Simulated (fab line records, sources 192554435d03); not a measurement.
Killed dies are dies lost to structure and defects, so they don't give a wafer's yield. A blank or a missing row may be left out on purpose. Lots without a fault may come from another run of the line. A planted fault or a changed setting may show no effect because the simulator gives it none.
fab line records | flow n5_finfet
record lots=7 wafers=21
route steps=1938 shown DUMMY_GATE@221 SD_EPI_N@268 ILD0@338 SDB@349 GATE_CUT@501 MOL_CONTACT_COAG@570
start_h: hours from the record's first day to the start of the lot's first wafer shown | wait_h: hours since the lot's step before | " the same as in the row above | L1.1+2: a row that stands for several wafers | - no value, or no start given | * or withheld: withheld | < > ~ a bound
route shown NAME@n: a module of which the file shows steps, and the number in the route of the first | usual: mean/standard deviation of fault-free wafers | same: alike in all rows | chamber/n: place in a boat | sites: the reading at each site | _std_site: their standard deviation | _edge_site: outer sites' mean less inner sites' | radius_mm: how far each site lies from the wafer's centre | mask NAME#n: copy n | behind: the tool/chamber that last shaped the wafer | hold: why the lot was held/for how many hours/how that ended | device: the transistor (n, p or np) that didn't switch | end of line: the same wafers' tests at the end of the route | a step without rows: its recipe alone | killed: dies lost to structure and defects at the first sort, not the wafer's yield | map: a wafer's dies, x killed, . not, _ none there
set.NAME: the setting as run; set.NAME@STEP: as run at that earlier step | model.NAME: the simulator's own value behind a step, which no gauge read
lots whose settings were changed on purpose; a table a step, a row a wafer
## steps
# step N5_DUMMY_GATE_PECVD_30
# recipe material=SiO2 target_thk_a=550 temp_c=400 precursor=TEOS/O2 pressure_torr=6.5 rf_w=withheld teos_flow_sccm=withheld gas=O2 flow_sccm=2650 time_s=10.8
# columns lot.wafer tool chamber start_h wait_h set.time_s model.SiO2_of_DUMMY_GATE_PECVD_30.thk_nm
L076.1 pecvd-03 2 60.34 0.0 10.14 51.4
L076.2+6 " 1,0 " " 10.14 51.6
L080.1 pecvd-03 1 80.79 0.0 10.8 55.4
L080.2 " 2 " " 10.8 54.6
L080.4 " 1 " " 10.8 55.8
L082.1+6 pecvd-01 1,0 96.07 0.0 10.8 54.8
L082.2 " 0 " " 10.8 54.6
L084.2 pecvd-03 0 109.49 0.0 10.8 54.6
L084.3 " 1 " " 12.36 63
L084.5 " 2 " " 12.36 63.4
L089.2 pecvd-03 1 135.25 0.0 12.37 62.6
L089.5 " 1 " " 12.37 63.8
L089.6 " 0 " " 10.8 55.8
L093.2+3 pecvd-03 2,0 160.43 0.0 10.8 55.2
L093.4 " 1 " " 10.8 56.2
L095.4+5 pecvd-01 2,0 173.35 0.1 10.8 55
L095.6 " 1 " " 10.8 55.4
# step N5_DUMMY_GATE_COAT_34
# recipe resist=SOC temp_c=250 time_s=60 spin_rpm=1500 resist_thk_nm=60
# step N5_DUMMY_GATE_COAT_35
# recipe resist=SiARC temp_c=220 time_s=60 spin_rpm=1500 resist_thk_nm=10
# step N5_DUMMY_GATE_ETCH_31
# recipe chemistry=C4F6/O2 target=SiO2 mask_material=SOC target_depth_a=825 time_s=27.5 ion_energy_ev=250 pressure_mtorr=30 source_w=345 bias_w=185 Ar_flow_sccm=300 C4F6_flow_sccm=10 O2_flow_sccm=10
# step N5_DUMMY_GATE_STRIP_41
# recipe chemistry=O2 power_w=400 temp_c=40 pressure_mtorr=30 rf_frequency_hz=6e+07 bias_power_w=0 overash_fraction=0.3 o2_flow_sccm=225
# step N5_DUMMY_GATE_HM_OPEN_21
# recipe chemistry=CH3F/O2 target=SiNx target_depth_a=1200 Ar_flow_sccm=150 CH3F_flow_sccm=30 O2_flow_sccm=23 time_s=171.4 pressure_mtorr=30 source_w=395 bias_w=73 ion_energy_ev=120.7
# columns lot.wafer tool chamber start_h wait_h set.time_s@DUMMY_GATE_PECVD_30 model.SiO2_of_DUMMY_GATE_PECVD_30.thk_nm
L076.1+2 rie_diel-04 0,3 61.42 0.0 10.14 41.8
L076.6 " 3 " " 10.14 42
L080.1 rie_diel-03 3 81.83 0.0 10.8 45.6
L080.2 " 0 " " 10.8 44.4
L080.4 " 1 " " 10.8 45.8
L082.1 rie_diel-03 3 97.04 0.0 10.8 45
L082.2 " 1 " " 10.8 44.4
L082.6 " 0 " " 10.8 44.6
L084.2 rie_diel-03 1 110.58 0.0 10.8 44.4
L084.3 " 2 " " 12.36 53
L084.5 " 0 " " 12.36 53.2
L089.2 rie_diel-02 1 136.52 0.0 12.37 53
L089.5 " 2 " " 12.37 53.8
L089.6 " 3 " " 10.8 45.6
L093.2 rie_diel-02 0 161.52 0.0 10.8 45.4
L093.3 " 3 " " 10.8 45
L093.4 " 2 " " 10.8 46.2
L095.4+6 rie_diel-03 3,2 174.44 0.0 10.8 45.4
L095.5 " 3 " " 10.8 45.2
# step N5_DUMMY_GATE_ETCH_32
# recipe chemistry=CF4 target=SiO2 target_depth_a=35 time_s=3.9 ion_energy_ev=350 pressure_mtorr=10 icp_w=800 bias_w=400 cf4_flow_sccm=80
# columns lot.wafer tool chamber start_h wait_h set.time_s@DUMMY_GATE_PECVD_30 model.SiO2_of_DUMMY_GATE_PECVD_30.thk_nm
L076.1 rie_si-05 0 61.58 0.1 10.14 38.4
L076.2 " 1 " " 10.14 38.2
L076.6 " 3 " " 10.14 38.6
L080.1 rie_si-06 0 82.00 0.1 10.8 42.2
L080.2 " 1 " " 10.8 40.8
L080.4 " 2 " " 10.8 42
L082.1 rie_si-02 2 97.20 0.1 10.8 41.6
L082.2 " 0 " " 10.8 40.8
L082.6 " 3 " " 10.8 41.2
L084.2 rie_si-05 3 110.74 0.1 10.8 41
L084.3 " 1 " " 12.36 49.4
L084.5 " 2 " " 12.36 49.6
L089.2 rie_si-02 2 136.68 0.1 12.37 49.6
L089.5 " 3 " " 12.37 50.4
L089.6 " 2 " " 10.8 42.4
L093.2 rie_si-02 0 161.68 0.1 10.8 41.8
L093.3 " 1 " " 10.8 41.6
L093.4 " 2 " " 10.8 42.8
L095.4+5 rie_si-02 0,2 174.62 0.1 10.8 41.8
L095.6 " 1 " " 10.8 42
# step N5_SD_EPI_N_PEB_07
# recipe peb_temp_c=110 peb_time_s=60 resist=CAR-ArF-block
# columns lot.wafer tool chamber start_h wait_h set.peb_time_s
L076.1+2+6 litho_track-03 0 64.14 0.1 60
L080.1+2 litho_track-03 0 83.56 0.1 60
L080.4 " 0 " " 55.46
L082.1+2 litho_track-01 0 98.49 0.1 68.34
L082.6 " 0 " " 60
L084.2+5 litho_track-01 0 112.04 0.0 67.49
L084.3 " 0 " " 60
L089.2+5 litho_track-03 0 138.20 0.0 60
L089.6 " 0 " " 53
L093.2+3+4 litho_track-01 0 163.10 0.0 60
L095.4+5+6 litho_track-01 0 176.10 0.0 60
# step N5_SD_EPI_N_DEVELOP_08
# recipe develop_time_s=30 developer=TMAH resist=CAR-ArF-block dev_temp_c=23 rinse_liquid=diw dry=air_spin
# step N5_SD_EPI_N_CD_MEAS_09
# recipe target_cd_nm=120 landing_energy_ev=500 detector=se_inlens
# usual cd_nm=120.0/0.61
# columns lot.wafer tool chamber start_h wait_h set.peb_time_s@SD_EPI_N_PEB_07 cd_nm
L076.1 cd_sem-03 0 64.21 - 60 120.7
L076.2 " 0 " " 60 120.1
L076.6 " 0 " " 60 119.6
L080.1 cd_sem-01 0 83.63 - 60 120.1
L080.2 " 0 " " 60 119.4
L080.4 " 0 " " 55.46 116.3
L082.1 cd_sem-03 0 98.56 - 68.34 123.2
L082.2 " 0 " " 68.34 123.8
L082.6 " 0 " " 60 118.6
L084.2 cd_sem-03 0 112.11 - 67.49 124.9
L084.3 " 0 " " 60 119.9
L084.5 " 0 " " 67.49 124.1
L089.2 cd_sem-03 0 138.27 - 60 120.4
L089.5 " 0 " " 60 119.9
L089.6 " 0 " " 53 115.5
L093.2 cd_sem-01 0 163.17 - 60 119.8
L093.3 " 0 " " 60 120.7
L093.4 " 0 " " 60 119.9
L095.4 cd_sem-01 0 176.17 - 60 119.6
L095.5 " 0 " " 60 120.2
L095.6 " 0 " " 60 119.6
# step N5_SD_EPI_N_DESCUM_14
# recipe chemistry=O2 time_s=7.9 source_power_w=50 bias_power_w=20 pressure_mtorr=20 rf_frequency_hz=2.712e+07 temp_c=40 resist=CAR-ArF-block o2_flow_sccm=225
# columns lot.wafer tool chamber start_h wait_h set.peb_time_s@SD_EPI_N_PEB_07 model.SD_EPI_N.cd_nm
L076.1 rie_diel-01 3 64.30 0.0 60 120.4
L076.2 " 0 " " 60 119.8
L076.6 " 1 " " 60 119.6
L080.1 rie_diel-06 3 83.72 0.0 60 120.2
L080.2 " 2 " " 60 119.6
L080.4 " 1 " " 55.46 116.6
L082.1 rie_diel-06 2 98.67 0.1 68.34 123.2
L082.2 " 3 " " 68.34 123.4
L082.6 " 0 " " 60 118.4
L084.2 rie_diel-06 3 112.34 0.2 67.49 124.4
L084.3 " 0 " " 60 120
L084.5 " 0 " " 67.49 124
L089.2 rie_diel-05 0 138.38 0.1 60 120.4
L089.5 " 1 " " 60 119.8
L089.6 " 2 " " 53 115.4
L093.2 rie_diel-06 1 164.07 0.8 60 120
L093.3 " 3 " " 60 120.4
L093.4 " 2 " " 60 119.8
L095.4+6 rie_diel-05 1,3 176.25 0.0 60 119.4
L095.5 " 0 " " 60 120.2
# step N5_SD_EPI_N_ETCH_34
# recipe chemistry=CF4 target=SiARC target_depth_a=455 mask_material=CAR-ArF-block time_s=75.8 ion_energy_ev=80 pressure_mtorr=40 source_w=545 bias_w=36 Ar_flow_sccm=100 cf4_flow_sccm=100 ends=cleared
# columns lot.wafer tool chamber start_h wait_h set.peb_time_s@SD_EPI_N_PEB_07 model.SD_EPI_N.cd_nm
L076.1 rie_diel-01 3 64.33 0.0 60 120.6
L076.2 " 0 " " 60 119.8
L076.6 " 1 " " 60 119.4
L080.1 rie_diel-06 3 83.75 0.0 60 120.4
L080.2 " 2 " " 60 119.8
L080.4 " 1 " " 55.46 116.8
L082.1+2 rie_diel-06 2,3 98.71 0.0 68.34 123.2
L082.6 " 0 " " 60 118.6
L084.2 rie_diel-06 3 112.38 0.0 67.49 124.4
L084.3 " 0 " " 60 120.4
L084.5 " 0 " " 67.49 124.2
L089.2 rie_diel-05 0 138.42 0.0 60 120.4
L089.5 " 1 " " 60 119.8
L089.6 " 2 " " 53 115.4
L093.2 rie_diel-06 1 164.10 0.0 60 120.2
L093.3 " 3 " " 60 120.6
L093.4 " 2 " " 60 119.8
L095.4 rie_diel-05 1 176.28 0.0 60 119.4
L095.5 " 0 " " 60 120.4
L095.6 " 3 " " 60 119.6
# step N5_SD_EPI_N_ETCH_35
# recipe chemistry=N2/H2 target=SOC overetch_a=1080 mask_material=SiARC temp_c=40 ion_energy_ev=100 source_w=3000 bias_w=133 pressure_mtorr=20 time_s=486 n2_flow_sccm=200 h2_flow_sccm=200
# columns lot.wafer tool chamber start_h wait_h set.peb_time_s@SD_EPI_N_PEB_07 model.SD_EPI_N.cd_nm
L076.1 rie_diel-01 3 64.39 0.0 60 118.8
L076.2 " 0 " " 60 118.4
L076.6 " 1 " " 60 120.2
L080.1 rie_diel-06 3 83.81 0.0 60 119.4
L080.2 " 2 " " 60 120.8
L080.4 " 1 " " 55.46 118.2
L082.1 rie_diel-06 2 98.76 0.0 68.34 124.2
L082.2 " 3 " " 68.34 122
L082.6 " 0 " " 60 119.2
L084.2 rie_diel-06 3 112.43 0.0 67.49 122.8
L084.3 " 0 " " 60 119
L084.5 " 0 " " 67.49 123.6
L089.2 rie_diel-05 0 138.47 0.0 60 121.6
L089.5 " 1 " " 60 120
L089.6 " 2 " " 53 115.4
L093.2 rie_diel-06 1 164.16 0.0 60 122
L093.3+4 " 3,2 " " 60 119.8
L095.4 rie_diel-05 1 176.34 0.0 60 119
L095.5 " 0 " " 60 120
L095.6 " 3 " " 60 118.2
# step N5_SD_EPI_N_ETCH_45
# recipe chemistry=CH3F/O2 target=SiOCN target_depth_a=60 mask_material=SOC ion_energy_ev=60 bias_w=29 pressure_mtorr=15 source_w=410 Ar_flow_sccm=150 CH3F_flow_sccm=30 O2_flow_sccm=20
# columns lot.wafer tool chamber start_h wait_h set.target_depth_a model.etch.depth_nm
L076.1 rie_diel-01 3 64.81 0.1 58.1 5.676
L076.2 " 0 " " 60 6.052
L076.6 " 1 " " 60 6.057
L080.1 rie_diel-06 3 84.23 0.1 57.27 5.757
L080.2 " 2 " " 60 6.077
L080.4 " 1 " " 60 6.018
L082.1 rie_diel-06 2 99.19 0.1 60 5.963
L082.2 " 3 " " 65.19 6.484
L082.6 " 0 " " 65.19 6.652
L084.2 rie_diel-06 3 112.86 0.1 55.74 5.521
L084.3 " 0 " " 55.74 5.68
L084.5 " 0 " " 60 6.088
L089.2 rie_diel-05 0 138.90 0.1 60 6.061
L089.5 " 1 " " 60 5.947
L089.6 " 2 " " 60 5.866
L093.2 rie_diel-06 1 164.58 0.1 60 5.955
L093.3 " 3 " " 60 5.93
L093.4 " 2 " " 60 5.932
L095.4 rie_diel-05 1 176.76 0.1 60 5.893
L095.5 " 0 " " 60 5.962
L095.6 " 3 " " 55.73 5.577
# step N5_ILD0_CMP_03
# recipe stop_on=SiNx t_overpolish_s=1.9 post_cmp_clean=alkaline_brush down_force_psi=4.1491 platen_rpm=51.796 pad_velocity_m_s=1.0306 target_thk_nm=197.38
# usual time_to_endpoint_s=70/3.2
# columns lot.wafer tool chamber start_h wait_h set.down_force_psi time_to_endpoint_s
L076.1 cmp-01 2 77.62 0.1 4.1491 68
L076.2 " 3 " " 4.1491 65
L076.6 " 1 " " 4.1491 69
L080.1 cmp-02 2 95.97 0.0 4.1491 69
L080.4 " 0 " " 3.404 89
L080.2 " 1 " " 4.1491 73
L082.1 cmp-02 3 111.00 0.0 3.862 74
L082.2 " 2 " " 4.1491 67
L082.6 " 0 " " 3.862 75
L084.3 cmp-01 2 123.85 0.1 4.1491 76
L084.2 " 0 " " 4.1491 71
L084.5 " 2 " " 4.1491 72
L089.2 cmp-01 3 150.09 0.1 4.1491 75
L089.6 " 1 " " 3.914 79
L089.5 " 2 " " 3.914 82
L093.3 cmp-04 1 177.20 0.1 4.1491 71
L093.4 " 2 " " 4.1491 69
L093.2 " 3 " " 4.1491 70
L095.4 cmp-01 1 188.33 0.1 4.1491 69
L095.5 " 2 " " 4.1491 67
L095.6 " 3 " " 3.277 82
# step N5_SDB_COAT_04
# recipe resist=SiARC temp_c=220 time_s=60 spin_rpm=1500 resist_thk_nm=18
# columns lot.wafer tool chamber start_h wait_h set.spin_rpm model.SiARC_of_SDB_COAT_04.thk_nm
L076.1+2 litho_track-04 0 - - 1636 17.2
L076.6 " 0 " " 1500 17.8
L080.1+4 litho_track-01 0 - - 1427 18.6
L080.2 " 0 " " 1500 18
L082.1+2+6 litho_track-01 0 - - 1500 18
L084.2 litho_track-01 0 - - 1500 18
L084.3+5 " 0 " " 1663 17.2
L089.2 litho_track-01 0 - - 1363 18.8
L089.5 " 0 " " 1363 19
L089.6 " 0 " " 1500 18
L093.2+3+4 litho_track-04 0 - - 1500 18
L095.4+5+6 litho_track-05 0 - - 1500 18
# step N5_SDB_COAT_05
# recipe resist=CAR-ArF spin_rpm=1500 resist_thk_nm=90
# step N5_SDB_EBR_07
# recipe solvent=PGMEA ebr_width_mm=1.5
# step N5_SDB_DESCUM_16
# recipe chemistry=O2 time_s=7.9 source_power_w=50 bias_power_w=20 pressure_mtorr=20 rf_frequency_hz=2.712e+07 temp_c=40 resist=CAR-ArF o2_flow_sccm=225
# step N5_SDB_ETCH_17
# recipe chemistry=CF4 target=SiARC target_depth_a=234 mask_material=CAR-ArF time_s=39 ion_energy_ev=80 pressure_mtorr=40 source_w=545 bias_w=36 Ar_flow_sccm=100 cf4_flow_sccm=100 ends=cleared
# columns lot.wafer tool chamber start_h wait_h set.spin_rpm@SDB_COAT_04 model.CAR-ArF_of_SDB_COAT_05.thk_nm model.etch.depth_nm
L076.1 rie_diel-05 3 82.57 0.0 1636 67.2 17.16
L076.2 " 2 " " 1636 67.4 17.18
L076.6 " 0 " " 1500 66.4 17.9
L080.1 rie_diel-06 0 101.20 0.0 1427 66.2 18.57
L080.2 " 2 " " 1500 66.6 18.03
L080.4 " 1 " " 1427 66 18.51
L082.1+6 rie_diel-05 2,1 115.63 0.0 1500 66.8 18.01
L082.2 " 0 " " 1500 66.8 18.08
L084.2 rie_diel-05 0 128.63 0.0 1500 66.8 18.06
L084.3 " 1 " " 1663 67.8 17.18
L084.5 " 2 " " 1663 67.8 17.13
L089.2 rie_diel-06 3 155.60 0.0 1363 66 18.83
L089.5 " 0 " " 1363 65.8 18.95
L089.6 " 3 " " 1500 66.8 18.04
L093.2 rie_diel-06 3 182.05 0.0 1500 66.4 18.06
L093.3 " 1 " " 1500 66.6 18.03
L093.4 " 2 " " 1500 66.6 18.06
L095.4 rie_diel-05 3 192.68 0.0 1500 66.4 18.03
L095.5 " 1 " " 1500 66.6 18.03
L095.6 " 2 " " 1500 66.4 18.07
# step N5_SDB_ETCH_18
# recipe chemistry=N2/H2 target=SOC target_depth_a=1000 overetch_a=200 mask_material=SiARC temp_c=40 time_s=150 ion_energy_ev=200 pressure_mtorr=30 source_w=840 bias_w=150 n2_flow_sccm=200 h2_flow_sccm=200
# columns lot.wafer tool chamber start_h wait_h set.spin_rpm@SDB_COAT_04 model.SiARC_of_SDB_COAT_04.thk_nm
L076.1 rie_diel-05 3 82.61 0.0 1636 11.8
L076.2 " 2 " " 1636 12
L076.6 " 0 " " 1500 12.6
L080.1+4 rie_diel-06 0,1 101.23 0.0 1427 13.2
L080.2 " 2 " " 1500 12.8
L082.1+2+6 rie_diel-05 2,0,1 115.67 0.0 1500 12.8
L084.2 rie_diel-05 0 128.66 0.0 1500 12.8
L084.3+5 " 1,2 " " 1663 12
L089.2+5 rie_diel-06 3,0 155.63 0.0 1363 13.6
L089.6 " 3 " " 1500 12.8
L093.2+3+4 rie_diel-06 3,1,2 182.08 0.0 1500 12.8
L095.4+5+6 rie_diel-05 3,1,2 192.71 0.0 1500 12.8
# step N5_GATE_CUT_CUT_ETCH_54
# recipe chemistry=Cl2/BCl3 target=TiN mask_material=SiO2 target_depth_a=967 pressure_mtorr=10 icp_w=1000 bias_w=126 Cl2_flow_sccm=53.25 bcl3_flow_sccm=21.75 Ar_flow_sccm=25 ends=cleared
# usual etch_rf_on_time_s=36.7/0.67
# columns lot.wafer tool chamber start_h wait_h set.icp_w etch_rf_on_time_s
L076.1 rie_metal-03 0 100.71 0.0 1070 34.2
L076.2 " 1 " " 1070 34.7
L076.6 " 0 " " 1000 35.9
L080.1 rie_metal-02 0 121.11 0.0 1000 37.2
L080.2 " 1 " " 901.6 38.9
L080.4 " 0 " " 901.6 40.4
L082.1 rie_metal-02 0 133.80 0.0 1000 37.0
L082.2 " 1 " " 1000 35.6
L082.6 " 0 " " 1000 36.9
L084.2 rie_metal-03 1 146.61 0.0 1000 37.0
L084.3 " 1 " " 1135 33.4
L084.5 " 0 " " 1135 32.9
L089.2 rie_metal-01 1 174.53 0.1 1000 37.0
L089.5 " 1 " " 1170 32.1
L089.6 " 1 " " 1170 32.0
L093.2 rie_metal-03 1 199.81 0.0 1000 37.4
L093.3 " 0 " " 1000 36.6
L093.4 " 1 " " 1000 37.2
L095.4 rie_metal-01 1 210.99 0.0 1000 37.4
L095.5 " 1 " " 1143 33.5
L095.6 " 0 " " 1000 36.2
# step N5_MOL_CONTACT_COAG_EXPOSE_81
# recipe mask_id=VG na=0.33 source_shape=annular sigma_inner=0.3 sigma_outer=0.7 polarization=unpolarized defocus_nm=0 dose_mj=59.5
# columns lot.wafer tool chamber start_h wait_h mask set.dose_mj
L076.1 euv_scanner-02 0 115.09 - VG#0 62.37
L076.2+6 " 0 " " VG#0 59.5
L080.1+4 euv_scanner-01 0 134.88 - VG#0 57.57
L080.2 " 0 " " VG#0 59.5
L082.1+2+6 euv_scanner-01 0 145.55 - VG#0 59.5
L084.2+5 euv_scanner-02 0 161.41 - VG#0 59.5
L084.3 " 0 " " VG#0 55.27
L089.2+5+6 euv_scanner-01 0 187.94 - VG#0 59.5
L093.2+3+4 euv_scanner-02 0 211.80 - VG#0 59.5
L095.4 euv_scanner-01 0 227.50 - VG#0 55.67
L095.5+6 " 0 " " VG#0 59.5
# step N5_MOL_CONTACT_COAG_PEB_82
# recipe peb_temp_c=100 peb_time_s=60 resist=CAR-EUV
# step N5_MOL_CONTACT_COAG_DEVELOP_83
# recipe develop_time_s=30 developer=TMAH resist=CAR-EUV rinse_liquid=surfactant_rinse dry=air_spin dev_temp_c=23
# step N5_MOL_CONTACT_COAG_CD_MEAS_84
# recipe target_cd_nm=25.1 landing_energy_ev=500 detector=se_inlens polarity=opening
# usual cd_nm=25.13/0.24
# columns lot.wafer tool chamber start_h wait_h set.dose_mj@MOL_CONTACT_COAG_EXPOSE_81 cd_nm
L076.1 cd_sem-03 0 115.23 - 62.37 26.08
L076.2 " 0 " " 59.5 25.43
L076.6 " 0 " " 59.5 25.23
L080.1 cd_sem-02 0 135.03 - 57.57 24.38
L080.2 " 0 " " 59.5 25.50
L080.4 " 0 " " 57.57 24.24
L082.1 cd_sem-02 0 145.70 - 59.5 25.33
L082.2 " 0 " " 59.5 25.13
L082.6 " 0 " " 59.5 24.59
L084.2 cd_sem-01 0 161.55 - 59.5 25.13
L084.3 " 0 " " 55.27 23.62
L084.5 " 0 " " 59.5 25.24
L089.2 cd_sem-01 0 188.08 - 59.5 24.84
L089.5 " 0 " " 59.5 25.17
L089.6 " 0 " " 59.5 25.09
L093.2 cd_sem-02 0 211.93 - 59.5 25.25
L093.3 " 0 " " 59.5 25.10
L093.4 " 0 " " 59.5 24.91
L095.4 cd_sem-03 0 227.62 - 55.67 23.37
L095.5 " 0 " " 59.5 24.71
L095.6 " 0 " " 59.5 24.72
# step N5_MOL_CONTACT_COAG_PRECLEAN_144
# recipe chemistry=alkaline_clean temp_c=60 time_s=60 do_ppb=50
# step N5_MOL_CONTACT_COAG_SRD_145
# recipe dry=ipa_marangoni time_s=30 temp_c=23 rinse_liquid=diw
# step N5_MOL_CONTACT_COAG_CD_MEAS_137
# recipe target_cd_nm=16
# usual cd_nm=15.8/0.37
# columns lot.wafer tool chamber start_h wait_h set.dose_mj@MOL_CONTACT_COAG_EXPOSE_81 cd_nm
L076.1 cd_sem-03 - 116.31 0.0 62.37 16.5
L076.2 " - " " 59.5 15.9
L076.6 " - " " 59.5 16.0
L080.1 cd_sem-01 - 136.02 0.0 57.57 15.9
L080.2 " - " " 59.5 16.2
L080.4 " - " " 57.57 15.2
L082.1 cd_sem-02 - 147.11 0.0 59.5 15.3
L082.2 " - " " 59.5 15.3
L082.6 " - " " 59.5 15.5
L084.2 cd_sem-03 - 163.50 0.0 59.5 15.2
L084.3 " - " " 55.27 14.1
L084.5 " - " " 59.5 15.5
L089.2 cd_sem-02 - 189.51 0.0 59.5 15.5
L089.5 " - " " 59.5 15.8
L089.6 " - " " 59.5 15.4
L093.2 cd_sem-01 - 213.06 0.0 59.5 15.2
L093.3 " - " " 59.5 15.3
L093.4 " - " " 59.5 15.8
L095.4 cd_sem-02 - 228.67 0.0 55.67 14.2
L095.5 " - " " 59.5 15.6
L095.6 " - " " 59.5 16.3
## key
split step=N5_DUMMY_GATE_PECVD_30 setting=time_s stated=10.8 by=wafer
response step=N5_DUMMY_GATE_PECVD_30 reading=model.SiO2_of_DUMMY_GATE_PECVD_30.thk_nm change=+0.552 per=1% r=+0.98
response step=N5_DUMMY_GATE_HM_OPEN_21 reading=model.SiO2_of_DUMMY_GATE_PECVD_30.thk_nm change=+0.569 per=1% r=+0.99
response step=N5_DUMMY_GATE_ETCH_32 reading=model.SiO2_of_DUMMY_GATE_PECVD_30.thk_nm change=+0.555 per=1% r=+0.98
split step=N5_SD_EPI_N_PEB_07 setting=peb_time_s stated=60 by=wafer
response step=N5_SD_EPI_N_CD_MEAS_09 reading=cd_nm change=+0.378 per=1% r=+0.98
response step=N5_SD_EPI_N_DESCUM_14 reading=model.SD_EPI_N.cd_nm change=+0.369 per=1% r=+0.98
response step=N5_SD_EPI_N_ETCH_34 reading=model.SD_EPI_N.cd_nm change=+0.355 per=1% r=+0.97
response step=N5_SD_EPI_N_ETCH_35 reading=model.SD_EPI_N.cd_nm change=+0.339 per=1% r=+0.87
split step=N5_SD_EPI_N_ETCH_45 setting=target_depth_a stated=60 by=wafer
response step=N5_SD_EPI_N_ETCH_45 reading=model.etch.depth_nm change=+0.0664 per=1% r=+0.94
split step=N5_ILD0_CMP_03 setting=down_force_psi stated=4.1491 by=wafer
response step=N5_ILD0_CMP_03 reading=time_to_endpoint_s change=* per=1% r=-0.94
split step=N5_SDB_COAT_04 setting=spin_rpm stated=1500 by=wafer
response step=N5_SDB_COAT_04 reading=model.SiARC_of_SDB_COAT_04.thk_nm change=-0.0822 per=1% r=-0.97
response step=N5_SDB_ETCH_17 reading=model.CAR-ArF_of_SDB_COAT_05.thk_nm change=+0.0966 per=1% r=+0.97
response step=N5_SDB_ETCH_17 reading=model.etch.depth_nm change=-0.0869 per=1% r=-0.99
response step=N5_SDB_ETCH_18 reading=model.SiARC_of_SDB_COAT_04.thk_nm change=-0.079 per=1% r=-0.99
split step=N5_GATE_CUT_CUT_ETCH_54 setting=icp_w stated=1000 by=wafer
response step=N5_GATE_CUT_CUT_ETCH_54 reading=etch_rf_on_time_s change=* per=1% r=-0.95
split step=N5_MOL_CONTACT_COAG_EXPOSE_81 setting=dose_mj stated=59.5 by=wafer
response step=N5_MOL_CONTACT_COAG_CD_MEAS_84 reading=cd_nm change=+0.217 per=1% r=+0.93
response step=N5_MOL_CONTACT_COAG_CD_MEAS_137 reading=cd_nm change=+0.191 per=1% r=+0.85
